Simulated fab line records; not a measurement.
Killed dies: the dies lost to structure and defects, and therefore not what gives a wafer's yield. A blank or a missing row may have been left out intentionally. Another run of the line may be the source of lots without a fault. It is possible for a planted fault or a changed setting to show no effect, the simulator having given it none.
Chamber matching || flow n5Finfet || N5_FIN_SAQP_ETCH_52 on rieDiel-05 has 4 sister chambers
The step etches SOC in N2/H2, target depth 100 nm, overetch 20 nm, time 150 s. 8 wafers are shown with their chamber, then 7 later ones without.

## EACH WAFER AND ITS CHAMBER
{"wafer": "L385.3", "chamber": 2, "showerheadPlenumPTorr (Torr)": 2.41, "drypumpMotorCurrentA (A)": 5.6}
{"wafer": "L386.1", "chamber": 0, "showerheadPlenumPTorr (Torr)": 2.50, "drypumpMotorCurrentA (A)": 5.9}
{"wafer": "L386.2", "chamber": 2, "showerheadPlenumPTorr (Torr)": 2.41, "drypumpMotorCurrentA (A)": 5.6}
{"wafer": "L392.1", "chamber": 3, "showerheadPlenumPTorr (Torr)": 2.65, "drypumpMotorCurrentA (A)": 4.8}
{"wafer": "L392.2", "chamber": 1, "showerheadPlenumPTorr (Torr)": 2.60, "drypumpMotorCurrentA (A)": 5.2}
{"wafer": "L392.6", "chamber": 1, "showerheadPlenumPTorr (Torr)": 2.60, "drypumpMotorCurrentA (A)": 5.2}
{"wafer": "L396.2", "chamber": 0, "showerheadPlenumPTorr (Torr)": 2.49, "drypumpMotorCurrentA (A)": 5.9}
{"wafer": "L396.4", "chamber": 3, "showerheadPlenumPTorr (Torr)": 2.65, "drypumpMotorCurrentA (A)": 4.9}

## WAFERS WITH NO CHAMBER GIVEN
{"wafer": "L396.6", "showerheadPlenumPTorr (Torr)": 2.59, "drypumpMotorCurrentA (A)": 5.2}
{"wafer": "L399.1", "showerheadPlenumPTorr (Torr)": 2.72, "drypumpMotorCurrentA (A)": 5.6}
{"wafer": "L399.3", "showerheadPlenumPTorr (Torr)": 2.65, "drypumpMotorCurrentA (A)": 4.9}
{"wafer": "L399.4", "showerheadPlenumPTorr (Torr)": 2.49, "drypumpMotorCurrentA (A)": 5.9}
{"wafer": "L400.2", "showerheadPlenumPTorr (Torr)": 2.49, "drypumpMotorCurrentA (A)": 5.9}
{"wafer": "L400.3", "showerheadPlenumPTorr (Torr)": 2.59, "drypumpMotorCurrentA (A)": 5.2}
{"wafer": "L400.4", "showerheadPlenumPTorr (Torr)": 2.72, "drypumpMotorCurrentA (A)": 5.6}

## EACH ONE'S CHAMBER
{"wafer": "L396.6", "from the rows above": 1, "in truth": 1}
{"wafer": "L399.1", "from the rows above": 3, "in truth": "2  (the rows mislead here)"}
{"wafer": "L399.3", "from the rows above": 3, "in truth": 3}
{"wafer": "L399.4", "from the rows above": 0, "in truth": 0}
{"wafer": "L400.2", "from the rows above": 0, "in truth": 0}
{"wafer": "L400.3", "from the rows above": 1, "in truth": 1}
{"wafer": "L400.4", "from the rows above": 3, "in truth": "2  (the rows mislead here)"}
5 of 7 placed correctly. Left unplaced by these rows: 0. Placed wrongly: 2.
How it was worked out, from the rows above alone: a wafer's distance from a chamber is the root of the sum, over the readings, of the square of ((its reading less the chamber's mean) divided by the reading's scatter). If the next closest chamber is less than 2 further off than the closest, the wafer can't be placed; otherwise it belongs to the closest. The mean given for a chamber averages the wafers shown for that chamber. The scatter is the square root of a quotient: the sum, over the shown wafers, of each reading's squared deviation from its chamber's mean, divided by wafers minus chambers.
